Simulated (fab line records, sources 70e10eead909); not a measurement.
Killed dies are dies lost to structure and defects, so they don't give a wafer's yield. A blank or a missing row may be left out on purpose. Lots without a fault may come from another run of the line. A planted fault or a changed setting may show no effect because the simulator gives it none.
fab line records | flow nand_harc
record lots=11 wafers=33 last_day=24
route steps=1159 shown A_STAIRCASE@585 END@1159
lots that met no fault: from a run of the same line without faults
start_h: hours from the record's first day to the start of the lot's first wafer shown | wait_h: hours since the lot's step before | " the same as in the row above | L1.1+2: a row that stands for several wafers | - no value, or no start given | * or withheld: withheld | < > ~ a bound
route shown NAME@n: a module of which the file shows steps, and the number in the route of the first | usual: mean/standard deviation of fault-free wafers | same: alike in all rows | chamber/n: place in a boat | sites: the reading at each site | _std_site: their standard deviation | _edge_site: outer sites' mean less inner sites' | radius_mm: how far each site lies from the wafer's centre | mask NAME#n: copy n | behind: the tool/chamber that last shaped the wafer | hold: why the lot was held/for how many hours/how that ended | device: the transistor (n, p or np) that didn't switch | end of line: the same wafers' tests at the end of the route | a step without rows: its recipe alone | killed: dies lost to structure and defects at the first sort, not the wafer's yield | map: a wafer's dies, x killed, . not, _ none there
set.NAME: the setting as run; set.NAME@STEP: as run at that earlier step | model.NAME: the simulator's own value behind a step, which no gauge read
steps of the route over a sample of lots; a table a step, a row a wafer
services: from which hour (start_h, from the record's first day; less than 0 if before it) a tool's chamber was out of use, for how many hours, and why
## steps
# step NHARC_A_STAIRCASE_TRIM_191
# recipe time_s=211.2 o2_flow_sccm=500 ar_flow_sccm=0 bias_w=0 chemistry=O2
# usual drypump_motor_current_A=5.8/0.46 mfc_ar_sccm=0.007/0.013 oes_product_au=0.995/0.011 rf_vpp_V=57.7/0.86 run_length_s=232.5/0.35 showerhead_plenum_p_Torr=3.49/0.12 throttle_valve_pct=17.035/0.0087
# columns lot.wafer tool chamber start_h wait_h drypump_motor_current_A mfc_ar_sccm oes_product_au rf_hours_counter_h rf_vpp_V run_length_s showerhead_plenum_p_Torr throttle_valve_pct
L610.3 rie_diel-02 2 256.51 - 5.7 0.004 0.989 33 57.6 232.4 3.46 17.038
L610.2 " 0 " " 6.0 0.006 0.983 37 55.8 232.7 3.34 17.044
L610.6 " 2 " " 5.7 0.004 1.000 - 56.8 232.3 3.46 17.029
L608.1 rie_diel-01 3 258.53 - 6.6 0 1.006 49 58.5 233.4 3.68 17.031
L608.2 " 1 " " 5.0 0 1.007 47 57.9 232.7 3.46 17.055
L608.6 " 3 " " 6.6 0 1.004 - 59.5 233.1 3.68 17.039
L607.1 rie_diel-01 2 262.73 - 5.2 0.000 1.001 52 56.9 232.6 3.62 17.025
L607.3 " 3 " " 6.6 0 1.000 51 58.5 233.1 3.68 17.040
L607.5 " 0 " " 5.8 0 0.980 - 57.6 232.4 3.64 17.050
L609.3 rie_diel-02 2 268.75 - 5.7 0.004 0.982 39 57.2 232.6 3.46 17.033
L609.4 " 0 " " 5.9 0.006 0.984 42 58.3 232.5 3.34 17.038
L609.6 " 3 " " 6.0 0.040 0.997 - 55.9 232.1 3.34 17.033
L612.3 rie_diel-02 3 281.06 - 6.0 0.040 1.004 48 57.7 232.2 3.33 17.037
L612.4 " 1 " " 6.1 0 0.993 42 58.8 231.9 3.70 17.032
L612.6 " 3 " " 6.0 0.040 1.008 - 57.4 232.1 3.33 17.055
L619.2 rie_diel-06 1 329.52 - 5.1 0 0.980 27 58.1 232.4 3.49 17.022
L619.4 " 3 " " 6.4 0 0.996 16 57.0 232.2 3.47 17.042
L619.1 " 0 " " 5.6 0 0.987 28 57.3 232.4 3.51 17.039
L618.3 rie_diel-06 1 332.98 - 5.1 0 0.979 28 58.0 232.3 3.49 17.038
L618.1 " 2 " " 5.9 0.017 0.989 30 56.7 232.5 3.48 17.030
L618.2 " 0 " " 5.6 0 0.982 30 57.0 307.5 3.51 17.032
L617.3 rie_diel-06 3 333.66 - 6.4 0 0.998 18 57.4 232.8 3.47 17.038
L617.1 " 0 " " 5.6 0 0.984 30 57.7 307.7 3.51 17.044
L617.5 " 2 " " 5.9 0.017 0.991 - 58.9 232.6 3.48 17.028
L622.4 rie_diel-02 1 342.65 - 6.1 0 0.976 3 58.2 231.9 3.69 17.028
L622.6 " 3 " " 6.0 0.040 0.996 - 57.1 232.0 3.32 17.036
L622.5 " 0 " " 5.9 0.006 0.992 - 57.5 232.4 3.33 17.025
L623.1 rie_diel-01 2 346.53 - 5.2 0.000 1.012 9 59.1 233.0 3.61 17.030
L623.4 " 3 " " 6.6 0 1.001 10 57.9 233.4 3.66 17.040
L623.3 " 0 " " 5.9 0 0.991 9 58.3 232.4 3.63 17.046
L627.2 rie_diel-01 1 367.88 - 5.0 0 1.024 19 57.3 232.9 3.44 17.029
L627.1 " 3 " " 6.6 0 0.989 19 57.1 233.2 3.66 17.047
L627.3 " 0 " " 5.8 0 1.001 20 58.5 232.8 3.62 17.020
# step NHARC_A_STAIRCASE_ETCH_192
# recipe target_depth_a=1000 time_s=40.5 ion_energy_ev=400 c4f8_flow_sccm=20 o2_flow_sccm=10 ar_flow_sccm=withheld rf_w=600 bias_w=1000 chemistry=C4F8/O2
# usual oes_product_au=0.932/0.012 rf_fwd_power_W=593/3.1 rf_vpp_V=895/4.4
# columns lot.wafer tool chamber start_h wait_h oes_product_au rf_fwd_power_W rf_hours_counter_h rf_vpp_V
L610.2 rie_diel-02 0 - - 0.918 594 39 890
L610.3 " 3 " " 0.919 593 39 889
L610.6 " 1 " " 0.894 596 - 903
L608.2 rie_diel-01 1 - - 0.944 588 48 893
L608.1 " 2 " " 0.924 594 49 900
L608.6 " 3 " " 0.942 594 - 902
L607.1 rie_diel-01 2 - - 0.955 596 52 900
L607.3 " 3 " " 0.959 597 51 901
L607.5 " 1 " " 0.939 591 - 895
L609.3 rie_diel-02 1 - - 0.941 594 39 903
L609.4 " 2 " " 0.928 592 39 893
L609.6 " 1 " " 0.935 597 - 902
L612.4 rie_diel-02 2 - - 0.947 594 43 894
L612.3 " 0 " " 0.925 594 45 890
L612.6 " 1 " " 0.946 594 - 901
L619.2 rie_diel-06 3 - - 0.924 591 16 895
L619.4 " 0 " " 0.922 587 28 896
L619.1 " 2 " " 0.933 592 29 895
L618.1 rie_diel-06 2 - - 0.933 587 30 895
L618.3 " 3 " " 0.939 592 18 894
L618.2 " 0 " " 0.949 588 30 896
L617.3 rie_diel-06 1 - - 0.917 598 29 893
L617.1 " 0 " " 0.926 588 30 895
L617.5 " 2 " " 0.922 587 - 894
L622.4 rie_diel-02 0 - - 0.927 594 3 888
L622.5 " 3 " " 0.952 589 - 890
L622.6 " 0 " " 0.938 597 - 889
L623.4 rie_diel-01 2 - - 0.938 597 9 898
L623.3 " 3 " " 0.915 596 10 901
L623.1 " 0 " " 0.917 597 10 900
L627.2 rie_diel-01 0 - - 0.938 598 20 899
L627.1 " 1 " " 0.962 590 19 893
L627.3 " 2 " " 0.950 596 18 899
# step NHARC_A_STAIRCASE_TRIM_198
# recipe time_s=211.2 o2_flow_sccm=500 ar_flow_sccm=0 bias_w=0 chemistry=O2
# usual drypump_motor_current_A=5.8/0.46 mfc_ar_sccm=0.007/0.012 oes_product_au=0.994/0.013 rf_vpp_V=57.8/0.86 run_length_s=232.5/0.37 showerhead_plenum_p_Torr=3.51/0.12 throttle_valve_pct=17.037/0.0084
# columns lot.wafer tool chamber start_h wait_h drypump_motor_current_A mfc_ar_sccm oes_product_au rf_hours_counter_h rf_vpp_V run_length_s showerhead_plenum_p_Torr throttle_valve_pct
L610.3 rie_diel-02 2 - - 5.7 0.004 0.985 34 58.2 232.3 3.46 17.043
L610.2 " 1 " " 6.1 0 0.977 36 59.3 231.8 3.71 17.039
L610.6 " 3 " " 6.0 0.040 0.996 - 55.8 232.0 3.34 17.044
L608.2 rie_diel-01 0 - - 5.9 0 0.991 49 59.0 232.8 3.64 17.048
L608.1 " 2 " " 5.2 0.000 0.999 50 57.3 232.8 3.62 17.027
L608.6 " 3 " " 6.6 0 1.009 - 58.4 233.4 3.68 17.048
L607.3 rie_diel-01 1 - - 5.0 0 0.997 51 58.3 233.3 3.46 17.047
L607.1 " 3 " " 6.6 0 1.000 51 59.0 233.2 3.68 17.040
L607.5 " 1 " " 5.0 0 1.015 - 57.0 232.6 3.46 17.045
L609.4 rie_diel-02 0 - - 6.0 0.006 0.990 42 57.1 232.3 3.34 17.052
L609.3 " 1 " " 6.1 0 0.972 39 57.3 232.4 3.71 17.052
L609.6 " 0 " " 6.0 0.006 0.986 - 57.3 232.5 3.34 17.042
L612.4 rie_diel-02 2 - - 5.7 0.004 0.967 43 57.5 232.3 3.46 17.025
L612.3 " 0 " " 6.0 0.006 0.993 45 56.1 232.7 3.33 17.033
L612.6 " 2 " " 5.7 0.004 0.981 - 58.1 232.2 3.46 17.037
L619.1 rie_diel-06 2 - - 5.9 0.017 0.987 29 58.2 232.6 3.49 17.036
L619.4 " 3 " " 6.4 0 1.000 17 58.3 232.3 3.47 17.039
L619.2 " 0 " " 5.7 0 0.976 29 57.3 232.6 3.51 17.041
L618.1 rie_diel-06 1 - - 5.1 0 1.005 29 57.3 232.3 3.48 17.038
L618.2 " 2 " " 5.9 0.017 1.004 31 56.6 232.5 3.48 17.030
L618.3 " 3 " " 6.4 0 0.997 19 57.6 232.0 3.47 17.042
L617.1 rie_diel-01 3 - - 6.6 0 0.989 4 56.9 233.4 3.67 17.023
L617.3 " 0 " " 5.8 0 0.995 4 58.6 232.5 3.63 17.047
L617.5 " 3 " " 6.6 0 1.000 - 58.1 233.3 3.67 17.019
L622.4 rie_diel-06 2 - - 5.9 0.017 1.002 37 57.0 232.5 3.48 17.046
L622.5 " 3 " " 6.4 0 0.994 - 57.3 232.2 3.46 17.032
L622.6 " 0 " " 5.7 0 0.979 - 59.5 232.7 3.51 17.039
L623.3 rie_diel-06 1 - - 5.1 0 0.974 37 58.4 232.4 3.48 17.052
L623.4 " 3 " " 6.4 0 0.993 28 57.7 231.9 3.46 17.040
L623.1 " 0 " " 5.7 0 0.972 39 58.5 233.0 3.51 17.039
L627.1 rie_diel-06 2 - - 5.9 0.017 0.999 48 57.6 232.4 3.48 17.051
L627.2 " 0 " " 5.7 0 0.979 49 58.2 232.3 3.50 17.040
L627.3 " 1 " " 5.1 0 0.986 46 58.0 232.5 3.48 17.018
# step NHARC_A_STAIRCASE_ETCH_201
# recipe target_depth_a=1000 time_s=40.5 ion_energy_ev=400 c4f8_flow_sccm=20 o2_flow_sccm=10 ar_flow_sccm=withheld rf_w=600 bias_w=1000 chemistry=C4F8/O2
# usual oes_product_au=0.937/0.014 rf_fwd_power_W=592/3.5 rf_vpp_V=896/4.1
# columns lot.wafer tool chamber start_h wait_h oes_product_au rf_fwd_power_W rf_hours_counter_h rf_vpp_V
L610.2 rie_diel-02 2 - - 0.925 595 34 894
L610.3 " 3 " " 0.927 592 40 889
L610.6 " 1 " " 0.905 594 - 903
L608.2 rie_diel-01 0 - - 0.949 591 49 900
L608.1 " 2 " " 0.943 595 50 899
L608.6 " 0 " " 0.931 595 - 901
L607.1 rie_diel-01 1 - - 0.958 589 52 894
L607.3 " 2 " " 0.954 595 52 901
L607.5 " 0 " " 0.929 598 - 899
L609.4 rie_diel-02 1 - - 0.925 593 39 904
L609.3 " 2 " " 0.937 591 39 894
L609.6 " 2 " " 0.931 592 - 895
L612.3 rie_diel-02 2 - - 0.944 592 43 892
L612.4 " 0 " " 0.940 594 45 890
L612.6 " 2 " " 0.952 594 - 893
L619.2 rie_diel-06 3 - - 0.940 591 18 894
L619.4 " 0 " " 0.925 587 29 895
L619.1 " 2 " " 0.949 589 30 894
L618.2 rie_diel-06 1 - - 0.922 600 29 895
L618.1 " 2 " " 0.934 590 31 895
L618.3 " 3 " " 0.937 591 19 895
L617.3 rie_diel-01 0 - - 0.931 594 4 900
L617.1 " 2 " " 0.955 594 5 899
L617.5 " 0 " " 0.932 595 - 900
L622.4 rie_diel-06 0 - - 0.918 587 36 895
L622.5 " 1 " " 0.919 596 - 893
L622.6 " 2 " " 0.924 584 - 896
L623.4 rie_diel-06 2 - - 0.938 585 40 894
L623.3 " 0 " " 0.919 589 39 894
L623.1 " 1 " " 0.928 595 37 894
L627.3 rie_diel-06 2 - - 0.949 589 48 895
L627.2 " 3 " " 0.942 592 38 893
L627.1 " 1 " " 0.943 593 46 894
# step NHARC_END_SORT_01
# recipe temp_c=25
# usual killed_at_array=29/10 killed_at_other=0.7/1.1 killed_at_periphery=3.3/2.4 killed_dies=33/11 killed_open=3.3/2 killed_short=1.9/1.3
# same gross_dies=677
# columns lot.wafer tool chamber start_h wait_h killed_at_array killed_at_other killed_at_periphery killed_dies killed_open killed_short
L618.1 prober-02 0 540.65 2.5 35 2 5 42 4 4
L618.2 prober-02 0 541.45 2.8 373 1 12 386 1 1
L618.3 prober-02 0 542.24 3.1 26 0 4 30 3 0
L617.1 prober-01 0 540.71 2.5 410 3 8 421 4 2
L617.3 prober-01 0 542.29 3.1 35 5 6 46 3 2
L617.5 prober-01 0 543.88 3.7 29 1 5 35 3 2
# killed by level:class
L618.1 A_CHANNEL_HOLE_D1:chamber_film_flake=19 A_ZERO_WELL:chamber_film_flake=4 A_CONTACT:chamber_film_flake=3 A_STAIRCASE:chamber_film_flake=3 THIN_TSV:chamber_film_flake=2 P_CONTACT:geometric_particle:short=1 P_M2:geometric_particle:short=1 A_SOURCE_PLATE:geometric_particle:open=1
L617.1 A_STAIRCASE:area_trim=378 A_SLIT:chamber_film_flake=9 A_CHANNEL_HOLE_D1:chamber_film_flake=7 P_CONTACT:chamber_film_flake=6 A_STAIRCASE:chamber_film_flake=5 A_CONTACT:chamber_film_flake=5 THIN_TSV:chamber_film_flake=3 A_CONTACT:geometric_particle:open=2
L618.2 A_STAIRCASE:area_trim=344 A_CHANNEL_HOLE_D1:chamber_film_flake=22 P_GATE:chamber_film_flake=6 A_CONTACT:chamber_film_flake=4 P_M1:chamber_film_flake=2 A_STAIRCASE:chamber_film_flake=2 P_GATE:geometric_particle:open=1 P_GATE:geometric_particle:short=1
L618.3 A_CHANNEL_HOLE_D1:chamber_film_flake=21 A_CONTACT:chamber_film_flake=2 P_CONTACT:geometric_particle:open=1 P_M0:geometric_particle:open=1 A_WL_FILL:geometric_particle:open=1 P_GATE:chamber_film_flake=1 P_M1:chamber_film_flake=1 A_ZERO_WELL:chamber_film_flake=1
L617.3 A_SLIT:chamber_film_flake=17 A_CONTACT:chamber_film_flake=7 A_STAIRCASE:chamber_film_flake=6 P_CONTACT:chamber_film_flake=5 THIN_TSV:chamber_film_flake=4 A_CHANNEL_HOLE_D1:chamber_film_flake=2 P_CONTACT:geometric_particle:open=1 A_WL_FILL:geometric_particle:short=1
L617.5 A_SLIT:chamber_film_flake=10 A_CONTACT:chamber_film_flake=10 P_CONTACT:chamber_film_flake=3 A_STAIRCASE:chamber_film_flake=3 A_CHANNEL_HOLE_D1:chamber_film_flake=2 P_STI:geometric_particle:open=1 A_CHANNEL_FILL_D1:geometric_particle:open=1 A_CHANNEL_FILL_D1:geometric_particle:short=1
## services
# columns tool chamber start_h hours kind
rie_diel-06 3 237.56 - consumable_replace:focus_ring
rie_diel-06 3 237.56 9.0 scheduled_down
rie_diel-06 3 237.56 9.0 vent_cycle
rie_diel-06 - 241.28 9.0 pm
rie_diel-06 0 241.28 9.0 vent_cycle
rie_diel-06 1 241.28 9.9 vent_cycle
rie_diel-06 2 241.28 9.0 vent_cycle
rie_diel-06 0 250.28 - clean
rie_diel-06 0 250.28 - consumable_replace:focus_ring
rie_diel-06 2 250.28 - clean
rie_diel-06 3 250.28 - clean
rie_diel-06 3 261.21 33.1 repair
rie_diel-06 - 267.38 0.8 repair
rie_diel-06 0 275.18 - clean
rie_diel-06 1 275.18 - clean
rie_diel-06 2 275.18 - clean
rie_diel-06 2 280.77 1.3 repair
rie_diel-06 0 299.68 - clean
rie_diel-06 1 299.68 - clean
rie_diel-06 2 299.68 - clean
rie_diel-06 3 299.68 - clean
rie_diel-01 - 314.80 9.0 pm
rie_diel-02 - 327.70 9.0 pm
rie_diel-02 0 369.04 2.8 repair
## key
first_sign step=NHARC_A_STAIRCASE_TRIM_191 reading=run_length_s direction=up sigmas=99+ usual=* struck=*
effect step=NHARC_END_SORT_01 reading=killed_at_array direction=up sigmas=35 usual=29 struck=392
more_kills_born_at NHARC_A_STAIRCASE_TRIM_191@rie_diel-06=722
met_at NHARC_A_STAIRCASE_TRIM_191
struck_lots L617,L618
struck_wafers L617.1,L618.2
later_rows_left_out L617.1,L618.2
tester_left_out L617,L618
not_acting_at NHARC_A_STAIRCASE_ETCH_192,NHARC_A_STAIRCASE_TRIM_198,NHARC_A_STAIRCASE_ETCH_201
onset_between 329.52 332.98
fault kind=process_parameter_drift tool=rie_diel-06 chamber=0 onset_h=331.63 steps=NHARC_A_STAIRCASE_TRIM_191 channel=time_s offset=* shape=step end_h=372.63 acts_in=* stated=*
# tester_left_out: of these lots the tester's yield and bins aren't shown, on N5 and GAA mostly nor the transistor test; their killed dies are dies lost to structure and defects alone, not to doping, threshold or leakage, so they don't give the yield
# later_rows_left_out: the simulator's readings of these wafers behind a module that went badly wrong aren't trusted and aren't shown, but for the sort
